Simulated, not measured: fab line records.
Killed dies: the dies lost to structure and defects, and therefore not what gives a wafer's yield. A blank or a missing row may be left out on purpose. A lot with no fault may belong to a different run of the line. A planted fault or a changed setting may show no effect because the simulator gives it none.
Which tool was responsible? || flow nand-harc || 18 wafers from 6 lots sampled at 2 of the route's 1302 steps

WHAT THE GAUGES READ, wafer by wafer
NHARC_A_ONON_D2_THK_MEAS_11: measures by ellipsometry.
{"lot": "L142", "measured": "day 12 20:17", "on": "film-metro-02", "thk-nm (nm)": "984 983 983"}
{"lot": "L145", "measured": "day 14 02:06", "on": "film-metro-01", "thk-nm (nm)": "1013 1015 1013"}
{"lot": "L148", "measured": "day 15 01:42", "on": "film-metro-02", "thk-nm (nm)": "993 993 991"}
{"lot": "L149", "measured": "day 15 17:05", "on": "film-metro-02", "thk-nm (nm)": "986 987 984"}
{"lot": "L152", "measured": "day 17 01:41", "on": "film-metro-01", "thk-nm (nm)": "1006 1007 1007"}
{"lot": "L160", "measured": "day 20 09:22", "on": "film-metro-01", "thk-nm (nm)": "986 987 1705"}

EACH LOT AND THE TOOL THAT RAN IT (in order: tool; ch and the chambers of the sampled wafers; start)
{"lot": "L142", "NHARC_A_ONON_D2_DEP_09": "pecvd-onon-01 ch 0, day 12 19:46"}
{"lot": "L145", "NHARC_A_ONON_D2_DEP_09": "pecvd-onon-03 ch 0, day 14 01:39"}
{"lot": "L148", "NHARC_A_ONON_D2_DEP_09": "pecvd-onon-03 ch 0, day 15 01:14"}
{"lot": "L149", "NHARC_A_ONON_D2_DEP_09": "pecvd-onon-01 ch 0, day 15 16:34"}
{"lot": "L152", "NHARC_A_ONON_D2_DEP_09": "pecvd-onon-01 ch 0, day 17 01:14"}
{"lot": "L160", "NHARC_A_ONON_D2_DEP_09": "pecvd-onon-01 ch 0, day 20 08:52"}
- NHARC_A_ONON_D2_DEP_09: target thk 1000 nm.

THE ANSWER, worked out from the rows above alone
Rule: the usual values come from the lots themselves. The widest of any qualifying gaps counts: lots, ordered by their means at a reading, are off when they make up no more than a third of the lots, leave a main group of 4 or more, and stand apart from it by 3 or more times the standard deviation of that group's means. Not used: any main group whose means are identical at the precision the tables above print for the reading. A lot without any number at a reading at which 4 lots or more have one is off too. The other lots that the step has rows for count as sound.
Off at NHARC_A_ONON_D2_THK_MEAS_11 (thk-nm): L160. The main group has a mean of 996 nm with a standard deviation of 12.
A tool fits if, at a process step before that reading, it ran every lot that is off, and no sound lot after the first of them. Those tools and the gauges at NHARC_A_ONON_D2_THK_MEAS_11 are tried in the same way. Can't be told from this: 2 tools fit, pecvd-onon-01 at NHARC_A_ONON_D2_DEP_09, film-metro-01 at NHARC_A_ONON_D2_THK_MEAS_11.

WHAT THE SIMULATOR HAD INSERTED
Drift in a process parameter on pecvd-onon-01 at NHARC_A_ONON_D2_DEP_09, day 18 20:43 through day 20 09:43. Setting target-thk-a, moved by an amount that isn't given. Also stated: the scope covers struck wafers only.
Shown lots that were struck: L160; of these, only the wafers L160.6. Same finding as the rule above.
